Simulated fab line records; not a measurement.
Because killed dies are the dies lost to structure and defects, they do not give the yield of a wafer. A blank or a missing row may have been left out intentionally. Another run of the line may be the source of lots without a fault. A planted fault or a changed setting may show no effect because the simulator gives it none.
Which tool was responsible? + flow n5 finfet + route of 1938 steps, sampled at 1 step: 11 lots, 31 wafers

== WHAT EACH GAUGE READ, for each wafer ==
N5_BEOL_M13_OVL_MEAS_29.
| lot  | measured     | on         | M13_OVL (nm) |
|------|--------------|------------|--------------|
| L558 | day 11 06:49 | overlay-01 | 15 9 6       |
| L562 | day 12 06:08 | overlay-01 | -6 1 -9      |
| L561 | day 12 14:17 | overlay-02 | 5 -4         |
| L563 | day 13 07:26 | overlay-02 | -7 -5        |
| L570 | day 14 04:23 | overlay-02 | 0 -4 0       |
| L573 | day 14 23:49 | overlay-02 | 2 -8 5       |
| L574 | day 15 02:58 | overlay-01 | 0 0 2        |
| L576 | day 16 03:45 | overlay-01 | 2 -5 4       |
| L581 | day 16 23:21 | overlay-01 | 5 11 6       |
| L578 | day 17 07:34 | overlay-02 | 9 9 10       |
| L580 | day 17 08:30 | overlay-02 | -2 -4 4      |

== WHICH TOOL RAN EACH LOT (tool, then ch and the chambers of the sampled wafers, then the start) ==
The record holds no process step before these readings.

== THE ANSWER, worked out from the rows above alone ==
Rule: the usual values come from the lots themselves. Put in order of their means at a reading, lots are off if they are a third of the lots or fewer, leave a main group of 4 or more, and stand apart from it by a gap of 3 or more times the standard deviation of the main group's means; of several such gaps the widest counts. If all means in a main group match to the digits the tables above print for the reading, that group is not used. Also off: a lot with no number at a reading for which 4 or more lots have one. All remaining lots with rows at the step are treated as sound.
No lot is off at any reading shown: from this, nothing can be told.

== WHAT THE SIMULATOR HAD PUT IN ==
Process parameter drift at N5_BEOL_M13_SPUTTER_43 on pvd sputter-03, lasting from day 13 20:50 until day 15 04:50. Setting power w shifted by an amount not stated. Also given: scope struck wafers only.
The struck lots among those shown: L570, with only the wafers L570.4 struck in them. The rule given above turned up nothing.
